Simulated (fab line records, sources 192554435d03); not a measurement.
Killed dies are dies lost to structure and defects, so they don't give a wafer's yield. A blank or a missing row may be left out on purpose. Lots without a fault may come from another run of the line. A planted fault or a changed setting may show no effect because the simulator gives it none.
Split-lot experiment | flow n5_finfet | 7 lots, 21 wafers read, on a route of 1938 steps

THE SPLIT
At N5_BEOL_M0_SAQP_COAT_82 (time 60 s, resist thk 30 nm), the setting spin_rpm was moved away from the recipe's 1500 rpm on 7 of the 21 wafers read, by -5.4% to +9.3%. The other wafers ran this setting at the recipe's value.

The reading is taken at the split's own step.

THE READING
SiARC_of_BEOL_M0_SAQP_COAT_82.thk_nm (the simulator's own value, which no gauge read), in nm, at N5_BEOL_M0_SAQP_COAT_82 (time 60 s, resist thk 30 nm). The file gives no usual value for it. The 14 wafers here that ran the recipe average 30.0 nm, standard deviation 0.052 nm.

wafer  | tool, chamber at the split | spin_rpm as run, rpm | against the recipe | SiARC_of_BEOL_M0_SAQP_COAT_82.thk_nm, nm | against lot-mates on the recipe
L076.3 | litho_track-03, 0          | 1640                 | +9.3%              | 28.8                                     | no lot-mate on the recipe
L076.5 | litho_track-03, 0          | 1640                 | +9.3%              | 28.8                                     | no lot-mate on the recipe
L076.6 | litho_track-03, 0          | 1640                 | +9.3%              | 28.8                                     | no lot-mate on the recipe
L080.2 | litho_track-05, 0          | 1500                 | recipe             | 30                                       | -
L080.5 | litho_track-05, 0          | 1500                 | recipe             | 30                                       | -
L080.6 | litho_track-05, 0          | 1500                 | recipe             | 30                                       | -
L082.3 | litho_track-03, 0          | 1500                 | recipe             | 30                                       | -
L082.6 | litho_track-03, 0          | 1500                 | recipe             | 30                                       | -
L082.5 | litho_track-03, 0          | 1568                 | +4.5%              | 29.4                                     | -0.6
L084.1 | litho_track-05, 0          | 1500                 | recipe             | 30                                       | -
L084.6 | litho_track-05, 0          | 1500                 | recipe             | 30                                       | -
L084.2 | litho_track-05, 0          | 1500                 | recipe             | 30.2                                     | -
L094.1 | litho_track-05, 0          | 1500                 | recipe             | 30                                       | -
L094.4 | litho_track-05, 0          | 1500                 | recipe             | 30                                       | -
L094.5 | litho_track-05, 0          | 1500                 | recipe             | 30                                       | -
L089.1 | litho_track-03, 0          | 1419                 | -5.4%              | 30.8                                     | +0.8
L089.4 | litho_track-03, 0          | 1500                 | recipe             | 30                                       | -
L089.6 | litho_track-03, 0          | 1500                 | recipe             | 30                                       | -
L091.3 | litho_track-01, 0          | 1581                 | +5.4%              | 29.2                                     | -0.8
L091.4 | litho_track-01, 0          | 1581                 | +5.4%              | 29.2                                     | -0.8
L091.5 | litho_track-01, 0          | 1500                 | recipe             | 30                                       | -

THE FIT
A straight line over all 21 wafers: SiARC_of_BEOL_M0_SAQP_COAT_82.thk_nm changes by -0.135 nm for each +1% of spin_rpm; r = -0.99; the points scatter about the line by 0.057 nm.
The same after taking each lot's own level away (the mean of its wafers on the recipe; 18 wafers): -0.145 nm for each +1%; r = -0.99; scatter 0.044 nm.
On that fit, the largest move of spin_rpm shifts the reading by 1.4 nm.
The lots' own levels span 30.00 to 30.07 nm, that is 1.3 times the standard deviation above.
So the lot-to-lot level changes the slope little: the two slopes agree.
Check: with one of the wafers moved furthest among these (-5.4%) left out of the fit, the line predicts +0.779 nm for it against its lot-mates. It came out at +0.8 nm against them.

OTHER SPLITS ON THESE WAFERS
These wafers also went through other splits before the reading. Each is held against what the fit with the lots' levels taken away leaves over:
other split on the same wafers               | wafers away from the commonest value | r with SiARC_of_BEOL_M0_SAQP_COAT_82.thk_nm (lot level and that fit taken away)
N5_ZERO_LAYER_EXPOSE_08 dose_mj              | 3                                    | +0.02
N5_ZERO_LAYER_DEVELOP_10 develop_time_s      | 4                                    | +0.57
N5_FIN_SAQP_SPACER1_ALD_24 temp_c            | 6                                    | +0.00
N5_DUMMY_GATE_DESCUM_20 time_s               | 6                                    | +0.05
N5_GATE_CUT_ALD_22 ald_cycles                | 7                                    | +0.05
N5_MOL_CONTACT_COAG_CONTACT_ETCH_14 source_w | 9                                    | +0.07
N5_BEOL_M0_SAQP_PECVD_00 time_s              | 8                                    | +0.17
N5_BEOL_M0_SAQP_PECVD_04 time_s              | 7                                    | -0.20

THE FILE'S OWN FIT
SiARC_of_BEOL_M0_SAQP_COAT_82.thk_nm changes by -0.144 nm for each +1% of spin_rpm, r = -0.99.
